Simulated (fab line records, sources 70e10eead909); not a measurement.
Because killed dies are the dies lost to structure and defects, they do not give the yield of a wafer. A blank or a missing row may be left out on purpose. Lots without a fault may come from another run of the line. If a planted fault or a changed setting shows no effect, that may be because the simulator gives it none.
Which of the tools did it? / flow nand harc / 7 lots with 21 wafers sampled at 3 steps, on a route of 1302 steps

## WHAT EACH GAUGE READ, for each wafer
NHARC_THIN_TSV_CD_MEAS_16.
lot=L690; measured=day 24 13:04; on=cd sem-01; cd nm (nm)=1000.5 1001.4 995.7
lot=L692; measured=day 24 18:14; on=cd sem-01; cd nm (nm)=1002.6 1002.2 1003.9
lot=L697; measured=day 27 20:04; on=cd sem-01; cd nm (nm)=998.7 997.8 998.8
lot=L701; measured=day 28 23:01; on=cd sem-01; cd nm (nm)=999.6 997.7 998.9
lot=L703; measured=day 29 22:19; on=cd sem-01; cd nm (nm)=996.8 994.9 994.7
lot=L709; measured=day 32 04:25; on=cd sem-02; cd nm (nm)=996.9 999.2 1001.5
lot=L712; measured=day 33 06:29; on=cd sem-03; cd nm (nm)=1000.3 1001.3 1000.8

## EACH LOT AND THE TOOL THAT RAN IT (in order: tool; ch and the chambers of the sampled wafers; start)
lot=L690; NHARC_A_STAIRCASE_TRIM_196=rie diel-10 ch 0,2,3, day 16 15:03; NHARC_A_M1_CMP_23=cmp-03 ch 1,2,3, day 23 17:50
lot=L692; NHARC_A_STAIRCASE_TRIM_196=rie diel-08 ch 1,2, day 16 22:10; NHARC_A_M1_CMP_23=cmp-01 ch 0,2,3, day 23 23:26
lot=L697; NHARC_A_STAIRCASE_TRIM_196=rie diel-03 ch 0,2, day 19 19:16; NHARC_A_M1_CMP_23=cmp-03 ch 0,2, day 26 23:49
lot=L701; NHARC_A_STAIRCASE_TRIM_196=rie diel-10 ch 0,1, day 20 15:11; NHARC_A_M1_CMP_23=cmp-01 ch 1,2, day 28 03:42
lot=L703; NHARC_A_STAIRCASE_TRIM_196=rie diel-08 ch 0,3, day 22 05:49; NHARC_A_M1_CMP_23=cmp-01 ch 1,2,3, day 29 03:56
lot=L709; NHARC_A_STAIRCASE_TRIM_196=rie diel-10 ch 0,1,3, day 24 08:01; NHARC_A_M1_CMP_23=cmp-01 ch 0,1, day 31 03:35
lot=L712; NHARC_A_STAIRCASE_TRIM_196=rie diel-10 ch 1,3, day 25 10:38; NHARC_A_M1_CMP_23=cmp-01 ch 0,1,3, day 32 12:16
- NHARC_A_STAIRCASE_TRIM_196: chemistry O2, time 211.2 s.
- NHARC_A_M1_CMP_23: polishes, t overpolish 20 s, target thk 154.34 nm.

## THE ANSWER, worked out from the rows above alone
Rule: the usual values come from the lots themselves. The widest of any qualifying gaps counts: lots, ordered by their means at a reading, are off when they make up no more than a third of the lots, leave a main group of 4 or more, and stand apart from it by 3 or more times the standard deviation of that group's means. A main group whose means are all the same, to the digits that the tables above print for the reading, isn't used. Also off: a lot with no number at a reading for which 4 or more lots have one. The other lots that the step has rows for count as sound.
Nothing can be told from this: no lot is off at any reading shown.

## WHAT HAD BEEN PUT IN BY THE SIMULATOR
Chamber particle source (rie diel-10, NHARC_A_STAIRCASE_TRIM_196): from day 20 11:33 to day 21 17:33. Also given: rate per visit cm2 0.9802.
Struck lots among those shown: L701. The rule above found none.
